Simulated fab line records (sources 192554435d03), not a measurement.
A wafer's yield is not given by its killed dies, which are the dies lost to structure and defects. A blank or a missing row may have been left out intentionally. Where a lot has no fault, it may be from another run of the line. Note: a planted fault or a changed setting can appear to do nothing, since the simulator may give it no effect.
Matching of chambers || flow n5-finfet || N5_FIN_SAQP_ETCH_69 on rie-diel-01: 4 sister chambers
The step etches SOC in N2/H2, stops on SiNx, target depth 150 nm. 4 wafers are shown with their chamber, then 9 later ones without.

== WAFERS, EACH WITH ITS CHAMBER ==
{"wafer": "L087.5", "chamber": 1, "drypump-motor-current-A (A)": 4.9}
{"wafer": "L095.1", "chamber": 2, "drypump-motor-current-A (A)": 5.5}
{"wafer": "L095.2", "chamber": 0, "drypump-motor-current-A (A)": 5.4}
{"wafer": "L095.3", "chamber": 3, "drypump-motor-current-A (A)": 5.8}

== WAFERS WITHOUT THEIR CHAMBER ==
{"wafer": "L095.4", "drypump-motor-current-A (A)": 4.9}
{"wafer": "L095.5", "drypump-motor-current-A (A)": 5.3}
{"wafer": "L095.6", "drypump-motor-current-A (A)": 5.8}
{"wafer": "L096.2", "drypump-motor-current-A (A)": 5.8}
{"wafer": "L096.4", "drypump-motor-current-A (A)": 5.5}
{"wafer": "L096.6", "drypump-motor-current-A (A)": 5.4}
{"wafer": "L097.3", "drypump-motor-current-A (A)": 5.5}
{"wafer": "L097.4", "drypump-motor-current-A (A)": 4.8}
{"wafer": "L097.5", "drypump-motor-current-A (A)": 5.5}

== WHICH CHAMBER EACH WENT THROUGH ==
{"wafer": "L095.4", "from the rows above": 1, "in truth": 1}
{"wafer": "L095.5", "from the rows above": 0, "in truth": 0}
{"wafer": "L095.6", "from the rows above": 3, "in truth": 3}
{"wafer": "L096.2", "from the rows above": 3, "in truth": 3}
{"wafer": "L096.4", "from the rows above": 2, "in truth": 2}
{"wafer": "L096.6", "from the rows above": 0, "in truth": 0}
{"wafer": "L097.3", "from the rows above": 2, "in truth": 2}
{"wafer": "L097.4", "from the rows above": 1, "in truth": 1}
{"wafer": "L097.5", "from the rows above": 2, "in truth": 2}
Correct placement for 9 of the 9. Can't be placed from these rows: 0. 0 placed wrongly.
How it was worked out, from the rows above alone: a wafer's distance from a chamber is the root of the sum, over the readings, of the square of ((its reading less the chamber's mean) divided by the reading's scatter). The wafer belongs to the nearest chamber; if the next one is less than 2 further off, it can't be placed. A chamber's mean is the mean of its shown wafers. The scatter: with one shown wafer a chamber, the root of the mean of the squares of how far each hidden wafer lies from its nearest shown one.
